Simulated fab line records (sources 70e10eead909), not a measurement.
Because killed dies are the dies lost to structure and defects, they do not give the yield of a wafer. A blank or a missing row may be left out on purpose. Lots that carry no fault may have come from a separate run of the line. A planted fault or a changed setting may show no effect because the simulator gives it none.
Which of the tools did it? || flow nand harc || Sampling: 11 lots, 33 wafers, 5 of 1159 route steps

WHAT EACH GAUGE READ, for each wafer
NHARC_END_SORT_01.
{"lot": "L726", "measured": "day 19 21:27", "on": "prober-01", "killed at array": "16 27 21"}
{"lot": "L727", "measured": "day 20 06:50", "on": "prober-01", "killed at array": "49 49 51"}
{"lot": "L729", "measured": "day 21 02:23", "on": "prober-01", "killed at array": "32 30 32"}
{"lot": "L731", "measured": "day 21 17:05", "on": "prober-02", "killed at array": "43 38 51"}
{"lot": "L730", "measured": "day 21 11:05", "on": "prober-01", "killed at array": "28 44 46"}
{"lot": "L732", "measured": "day 21 10:03", "on": "prober-02", "killed at array": "20 11 14"}
{"lot": "L733", "measured": "day 21 18:58", "on": "prober-01", "killed at array": "16 17 16"}
{"lot": "L734", "measured": "day 22 07:40", "on": "prober-02", "killed at array": "41 47 48"}
{"lot": "L736", "measured": "day 22 15:24", "on": "prober-01", "killed at array": "322 30 393"}
{"lot": "L744", "measured": "day 24 18:47", "on": "prober-01", "killed at array": "50 45 55"}
{"lot": "L746", "measured": "day 25 03:30", "on": "prober-01", "killed at array": "22 21 15"}

WHAT TOOL EACH LOT RAN ON (gives the tool, then ch and the chambers of the sampled wafers, and finally the start)
{"lot": "L726", "NHARC_A_STAIRCASE_DESCUM_252": "rie diel-01 ch 0,2,3, day 11 22:31", "NHARC_A_STAIRCASE_STRIP_254": "plasma asher-02 ch 0,1, day 11 22:40", "NHARC_A_STAIRCASE_DESCUM_291": "rie diel-01 ch 0,1,3, day 12 02:19", "NHARC_A_STAIRCASE_ETCH_292": "rie diel-01 ch 0,1, day 12 02:25"}
{"lot": "L727", "NHARC_A_STAIRCASE_DESCUM_252": "rie diel-04 ch 1,3, day 12 06:17", "NHARC_A_STAIRCASE_STRIP_254": "plasma asher-01 ch 0,1, day 12 06:33", "NHARC_A_STAIRCASE_DESCUM_291": "rie diel-01 ch 0,1,3, day 12 12:17", "NHARC_A_STAIRCASE_ETCH_292": "rie diel-01 ch 0,1,2, day 12 12:24"}
{"lot": "L729", "NHARC_A_STAIRCASE_DESCUM_252": "rie diel-02 ch 0,3, day 12 21:27", "NHARC_A_STAIRCASE_STRIP_254": "plasma asher-01 ch 0,1, day 12 21:37", "NHARC_A_STAIRCASE_DESCUM_291": "rie diel-02 ch 0,1,2, day 13 01:21", "NHARC_A_STAIRCASE_ETCH_292": "rie diel-02 ch 0,1, day 13 01:26"}
{"lot": "L731", "NHARC_A_STAIRCASE_DESCUM_252": "rie diel-04 ch 0,2,3, day 13 13:47", "NHARC_A_STAIRCASE_STRIP_254": "plasma asher-02 ch 0,1, day 13 14:01", "NHARC_A_STAIRCASE_DESCUM_291": "rie diel-02 ch 0,3, day 13 17:37", "NHARC_A_STAIRCASE_ETCH_292": "rie diel-02 ch 0,2,3, day 13 17:41"}
{"lot": "L730", "NHARC_A_STAIRCASE_DESCUM_252": "rie diel-04 ch 0,1, day 13 15:28", "NHARC_A_STAIRCASE_STRIP_254": "plasma asher-01 ch 0,1, day 13 15:43", "NHARC_A_STAIRCASE_DESCUM_291": "rie diel-04 ch 0,1,2, day 13 21:31", "NHARC_A_STAIRCASE_ETCH_292": "rie diel-04 ch 2,3, day 13 21:35"}
{"lot": "L732", "NHARC_A_STAIRCASE_DESCUM_252": "rie diel-04 ch 0,2,3, day 13 15:46", "NHARC_A_STAIRCASE_STRIP_254": "plasma asher-02 ch 0,1, day 13 15:55", "NHARC_A_STAIRCASE_DESCUM_291": "rie diel-01 ch 0,1,3, day 13 21:41", "NHARC_A_STAIRCASE_ETCH_292": "rie diel-01 ch 0,1,3, day 13 21:46"}
{"lot": "L733", "NHARC_A_STAIRCASE_DESCUM_252": "rie diel-01 ch 1,2,3, day 13 23:43", "NHARC_A_STAIRCASE_STRIP_254": "plasma asher-01 ch 0,1, day 13 23:59", "NHARC_A_STAIRCASE_DESCUM_291": "rie diel-04 ch 0,1,3, day 14 03:29", "NHARC_A_STAIRCASE_ETCH_292": "rie diel-04 ch 0,1,2, day 14 03:37"}
{"lot": "L734", "NHARC_A_STAIRCASE_DESCUM_252": "rie diel-04 ch 1,2,3, day 14 13:59", "NHARC_A_STAIRCASE_STRIP_254": "plasma asher-01 ch 0,1, day 14 14:14", "NHARC_A_STAIRCASE_DESCUM_291": "rie diel-04 ch 2,3, day 14 19:23", "NHARC_A_STAIRCASE_ETCH_292": "rie diel-04 ch 0,1,3, day 14 19:30"}
{"lot": "L736", "NHARC_A_STAIRCASE_DESCUM_252": "rie diel-04 ch 0,1,2, day 14 18:53", "NHARC_A_STAIRCASE_STRIP_254": "plasma asher-01 ch 0,1, day 14 19:11", "NHARC_A_STAIRCASE_DESCUM_291": "rie diel-01 ch 0,1,2, day 14 22:44", "NHARC_A_STAIRCASE_ETCH_292": "rie diel-01 ch 0,1, day 14 22:52"}
{"lot": "L744", "NHARC_A_STAIRCASE_DESCUM_252": "rie diel-02 ch 0,2,3, day 16 14:32", "NHARC_A_STAIRCASE_STRIP_254": "plasma asher-02 ch 0,1, day 16 14:44", "NHARC_A_STAIRCASE_DESCUM_291": "rie diel-02 ch 0,1,3, day 16 19:48", "NHARC_A_STAIRCASE_ETCH_292": "rie diel-02 ch 2,3, day 16 19:53"}
{"lot": "L746", "NHARC_A_STAIRCASE_DESCUM_252": "rie diel-02 ch 0,1,2, day 17 00:20", "NHARC_A_STAIRCASE_STRIP_254": "plasma asher-02 ch 0,1, day 17 00:45", "NHARC_A_STAIRCASE_DESCUM_291": "rie diel-02 ch 0,2,3, day 17 04:19", "NHARC_A_STAIRCASE_ETCH_292": "rie diel-02 ch 0,1,2, day 17 04:25"}
- NHARC_A_STAIRCASE_DESCUM_252: chemistry O2, time 3 s.
- NHARC_A_STAIRCASE_STRIP_254: strips in O2.
- NHARC_A_STAIRCASE_DESCUM_291: chemistry O2, time 3 s.
- NHARC_A_STAIRCASE_ETCH_292: etches the open film in CF4/CHF3.

THE ANSWER, worked out from the rows above alone
Rule: the usual values come from the lots themselves. The widest of any qualifying gaps counts: lots, ordered by their means at a reading, are off when they make up no more than a third of the lots, leave a main group of 4 or more, and stand apart from it by 3 or more times the standard deviation of that group's means. The tables above print the reading to a certain number of digits; a main group whose means all agree to those digits is not used. A lot without any number at a reading at which 4 lots or more have one is off too. Where the step has rows for the other lots, those lots are counted as sound.
Off, at NHARC_END_SORT_01 on killed at array: L736. The main group: mean 33, standard deviation 13.
A tool fits if, at a process step before that reading, it ran every lot that is off, and no sound lot after the first of them. The gauges at NHARC_END_SORT_01 are tried like those tools. Can't be told from this: 3 tools fit, rie diel-04 at NHARC_A_STAIRCASE_DESCUM_252, plasma asher-01 at NHARC_A_STAIRCASE_STRIP_254, rie diel-01 at NHARC_A_STAIRCASE_DESCUM_291 and NHARC_A_STAIRCASE_ETCH_292.

WHAT WAS PUT IN BY THE SIMULATOR
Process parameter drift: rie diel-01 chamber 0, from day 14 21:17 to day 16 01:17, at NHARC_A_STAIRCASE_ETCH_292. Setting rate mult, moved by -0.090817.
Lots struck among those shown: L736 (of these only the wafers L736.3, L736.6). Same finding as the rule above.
